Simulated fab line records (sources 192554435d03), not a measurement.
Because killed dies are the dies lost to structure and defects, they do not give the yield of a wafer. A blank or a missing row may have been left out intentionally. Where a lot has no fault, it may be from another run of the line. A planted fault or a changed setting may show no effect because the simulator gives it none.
A struck lot beside a sound one	flow n5-finfet	17 steps out of a route of 1938
Sound: these wafers, L215.1, L215.2, L215.6. The struck wafers were L198.1, L198.2, L198.6. Last of all comes the cause.
Per side, at each step with rows, come the tool, then ch with its chambers, and then its first start. Under that, the readings that differ: sound wafers	struck wafers	difference of the means	sigmas: that difference in standard deviations of wafers without a fault.
alike: same words and numbers on both sides, and readings whose means sit less than 2 such deviations apart. not compared: any withheld reading, any reading some wafer has no value for, any bound like >300 that may hide the same value, and any number with overlapping values for which the record gives no deviation.
A row with sigmas, a row that says differs or no value, or rows on one side alone: a step with any of these is where the two part. Numbers that have no deviation but don't overlap get no sigmas and don't part them. Lack of a reading on every wafer of one side parts them only where that side has two or more wafers.

first, 6 steps without rows for these wafers: N5_BEOL_M8_COAT_22 (resist thk 30 nm); N5_BEOL_M8_EBR_24; N5_BEOL_M8_SOFTBAKE_23 (time 60 s); N5_BEOL_M8_EXPOSE_25 (exposes mask V7, target cd 40 nm); N5_BEOL_M8_PEB_26 (peb time 60 s); N5_BEOL_M8_DEVELOP_27 (develop time 30 s).
N5_BEOL_M8_CD_MEAS_28 targets a cd of 40 nm.
  sound on cd-sem-01 ch 0, day 18 00:10; struck on cd-sem-02 ch 0, day 13 07:04
  alike: cd-nm
N5_BEOL_M8_OVL_MEAS_29:
  sound on overlay-01 ch 0, day 18 00:12; struck on overlay-01 ch 0, day 13 07:05
  alike: V7_OVL
N5_BEOL_M8_INSPECT_30: inspects for defects (brightfield).
  sound on defect-inspect-01, day 18 00:16; struck on defect-inspect-01, day 13 07:08
  alike: raw-defect-count
N5_BEOL_M8_DESCUM_33: chemistry O2, time 7 s.
  sound on rie-diel-05 ch 0,1, day 18 00:20; struck on rie-diel-02 ch 1,3, day 13 07:11
  alike: drypump-motor-current-A, oes-product-au, rf-vpp-V, showerhead-plenum-p-Torr, throttle-valve-pct
  not compared: rf-hours-counter-h
N5_BEOL_M8_ETCH_72: etches underlayer in N2/H2, target depth 6.5 nm, time 5.2 s.
  sound on rie-diel-05 ch 0,1, day 18 00:22; struck on rie-diel-02 ch 1,3, day 13 07:13
  alike: bias-w, drypump-motor-current-A, etch-rf-on-time-s, oes-product-au, rf-fwd-power-W, rf-vpp-V, showerhead-plenum-p-Torr, throttle-valve-pct
  not compared: rf-hours-counter-h
N5_BEOL_M8_ETCH_65: etches SiARC in CF4, target depth 15.6 nm, time 26 s.
  sound on rie-diel-05 ch 0,1, day 18 00:23; struck on rie-diel-02 ch 1,3, day 13 07:14
reading	sound	struck	difference	sigmas
rf-fwd-power-W (W)	539.2 533.9 538.5	530.7 531.2 532.2	-5.8	-2
  alike: bias-w, drypump-motor-current-A, etch-rf-on-time-s, oes-product-au, rf-vpp-V, showerhead-plenum-p-Torr, throttle-valve-pct
  not compared: rf-hours-counter-h
N5_BEOL_M8_ETCH_66: etches SOC in N2/H2, target depth 80 nm, overetch 16 nm, time 120 s.
  sound on rie-diel-05 ch 0,1, day 18 00:25; struck on rie-diel-02 ch 1,3, day 13 07:16
reading	sound	struck	difference	sigmas
bias-w (W)	150.4 151.1 150.7	149.8 149.6 149.6	-1.1	-2
rf-fwd-power-W (W)	839 836 838	1037 1030 1036	+197	+66
rf-vpp-V (V)	527.2 524.0 528.9	483.3 491.4 487.8	-39.2	-14
model.SiARC_of_BEOL_M8_COAT_64.thk-nm (nm)	6.4 6.4 6.4	5.8 5.6 5.6	-0.7	
model.BEOL_M8.cd-nm (nm)	40.2 40.4 40.4	41 40.6 40.8	+0	
  alike: drypump-motor-current-A, oes-product-au, showerhead-plenum-p-Torr, throttle-valve-pct
  not compared: rf-hours-counter-h
then, 2 steps without rows for these wafers: N5_BEOL_M8_STRIP_69 (strips in N2/H2); N5_BEOL_M8_STRIP_73 (strips in N2/H2).
N5_BEOL_M8_VIA_ETCH_34: etches SiCOH lowk in C4F6/O2, target depth 125.5 nm, time 50.5 s.
  sound on rie-diel-05 ch 0,1, day 18 00:31; struck on rie-diel-02 ch 1,3, day 13 07:22
  alike: bias-w, drypump-motor-current-A, oes-product-au, rf-fwd-power-W, rf-vpp-V, showerhead-plenum-p-Torr, throttle-valve-pct
  not compared: rf-hours-counter-h, model.BEOL_M8.cd-nm
then, 1 step without rows for these wafers: N5_BEOL_M8_STRIP_76 (strips in C4F6/O2).

## WHERE THEY PART
Earliest at N5_BEOL_M8_ETCH_65; latest, in this record, at N5_BEOL_M8_ETCH_66. Later steps at which nothing parts them and some readings are alike: N5_BEOL_M8_VIA_ETCH_34.

WHY: what the simulator had put in
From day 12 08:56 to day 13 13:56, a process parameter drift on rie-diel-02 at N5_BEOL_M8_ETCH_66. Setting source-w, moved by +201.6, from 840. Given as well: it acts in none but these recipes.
